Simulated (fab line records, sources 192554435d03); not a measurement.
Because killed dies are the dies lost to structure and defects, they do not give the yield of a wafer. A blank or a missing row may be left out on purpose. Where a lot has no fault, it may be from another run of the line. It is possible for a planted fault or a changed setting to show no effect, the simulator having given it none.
Chamber matching :: flow n5_finfet :: 4 sister chambers for N5_BEOL_M1_ALD_84 on ald_metal-01
The step deposits TaN, pulse time 2 s, purge time 3 s, co reactant purge time 2 s. 4 wafers are shown with their chamber, then 9 later ones without.

## WAFERS WITH THEIR CHAMBER
wafer: L090.6
chamber: 2
heater_power_w (W): 416

wafer: L091.1
chamber: 3
heater_power_w (W): 467

wafer: L091.2
chamber: 0
heater_power_w (W): 370

wafer: L091.3
chamber: 1
heater_power_w (W): 386

## WAFERS WITHOUT THEIR CHAMBER
wafer: L087.1
heater_power_w (W): 371

wafer: L087.2
heater_power_w (W): 475

wafer: L087.3
heater_power_w (W): 416

wafer: L093.2
heater_power_w (W): 472

wafer: L093.3
heater_power_w (W): 405

wafer: L093.6
heater_power_w (W): 466

wafer: L096.1
heater_power_w (W): 361

wafer: L096.4
heater_power_w (W): 414

wafer: L096.5
heater_power_w (W): 468

## THE CHAMBER EACH PASSED THROUGH
wafer: L087.1
from the rows above: 0
in truth: 0

wafer: L087.2
from the rows above: 3
in truth: 3

wafer: L087.3
from the rows above: 2
in truth: 2

wafer: L093.2
from the rows above: 3
in truth: 3

wafer: L093.3
from the rows above: can't be placed: 2 or 1
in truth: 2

wafer: L093.6
from the rows above: 3
in truth: 3

wafer: L096.1
from the rows above: 0
in truth: 0

wafer: L096.4
from the rows above: 2
in truth: 2

wafer: L096.5
from the rows above: 3
in truth: 3
Correctly placed: 8 of 9. These rows do not allow placing 1 (true chamber among the candidates in 1). Placed wrongly: 0.
How it was worked out, from the rows above alone: a wafer's distance from a chamber is the root of the sum, over the readings, of the square of ((its reading less the chamber's mean) divided by the reading's scatter). The wafer belongs to the nearest chamber; if the next one is less than 2 further off, it can't be placed. Each chamber's mean is taken over the wafers shown for it. The scatter (one wafer shown for each chamber): square how far every hidden wafer sits from the nearest shown wafer, average those squares and take the square root.
